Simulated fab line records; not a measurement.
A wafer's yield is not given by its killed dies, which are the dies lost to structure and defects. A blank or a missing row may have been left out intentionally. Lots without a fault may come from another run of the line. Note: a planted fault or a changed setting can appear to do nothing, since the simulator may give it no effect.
Matching of chambers :: flow nand harc :: NHARC_A_STAIRCASE_DEP_259 on pecvd-04: 3 sister chambers
The step deposits SiON, target thk 30 nm. 14 wafers are shown with their chamber, then 7 later ones without.

== EACH WAFER AND ITS CHAMBER ==
wafer: L079.2
chamber: 2
heater power w (W): 636

wafer: L079.3
chamber: 0
heater power w (W): 817

wafer: L079.4
chamber: 0
heater power w (W): 823

wafer: L081.1
chamber: 1
heater power w (W): 871

wafer: L081.3
chamber: 0
heater power w (W): 848

wafer: L081.5
chamber: 2
heater power w (W): 688

wafer: L080.2
chamber: 0
heater power w (W): 796

wafer: L080.3
chamber: 2
heater power w (W): 661

wafer: L080.5
chamber: 1
heater power w (W): 770

wafer: L082.1
chamber: 0
heater power w (W): 824

wafer: L082.3
chamber: 2
heater power w (W): 677

wafer: L082.5
chamber: 2
heater power w (W): 697

wafer: L083.1
chamber: 2
heater power w (W): 685

wafer: L083.3
chamber: 1
heater power w (W): 947

SIGNATURES (means of the wafers above)
reading: heater power w
chamber 0: 821.60
chamber 1: 862.67
chamber 2: 674.00
scatter within a chamber: 42.2
Rule: a wafer's distance from a chamber is the root of the sum, over the readings, of the square of ((its reading less the chamber's mean) divided by the reading's scatter). The wafer belongs to the nearest chamber; if the next one is less than 2 further off, it can't be placed. The scatter: take each reading less its chamber's mean, square it, sum over the shown wafers, divide by the number of wafers less the number of chambers, and take the root.

== WAFERS WHOSE CHAMBER IS MISSING ==
wafer: L083.6
heater power w (W): 683

wafer: L087.2
heater power w (W): 857

wafer: L087.3
heater power w (W): 835

wafer: L087.5
heater power w (W): 851

wafer: L090.2
heater power w (W): 794

wafer: L090.5
heater power w (W): 679

wafer: L090.6
heater power w (W): 794

== EACH ONE'S CHAMBER ==
wafer: L083.6
from the rows above: 2
in truth: 2

wafer: L087.2
from the rows above: can't be placed: 1 or 0
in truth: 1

wafer: L087.3
from the rows above: can't be placed: 0 or 1
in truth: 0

wafer: L087.5
from the rows above: can't be placed: 1 or 0
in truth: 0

wafer: L090.2
from the rows above: can't be placed: 0 or 1
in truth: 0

wafer: L090.5
from the rows above: 2
in truth: 2

wafer: L090.6
from the rows above: can't be placed: 0 or 1
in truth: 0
Correct placement for 2 of the 7. Cannot be placed on the basis of these rows: 5; the candidates contain the true chamber in 5. Wrongly placed: 0.
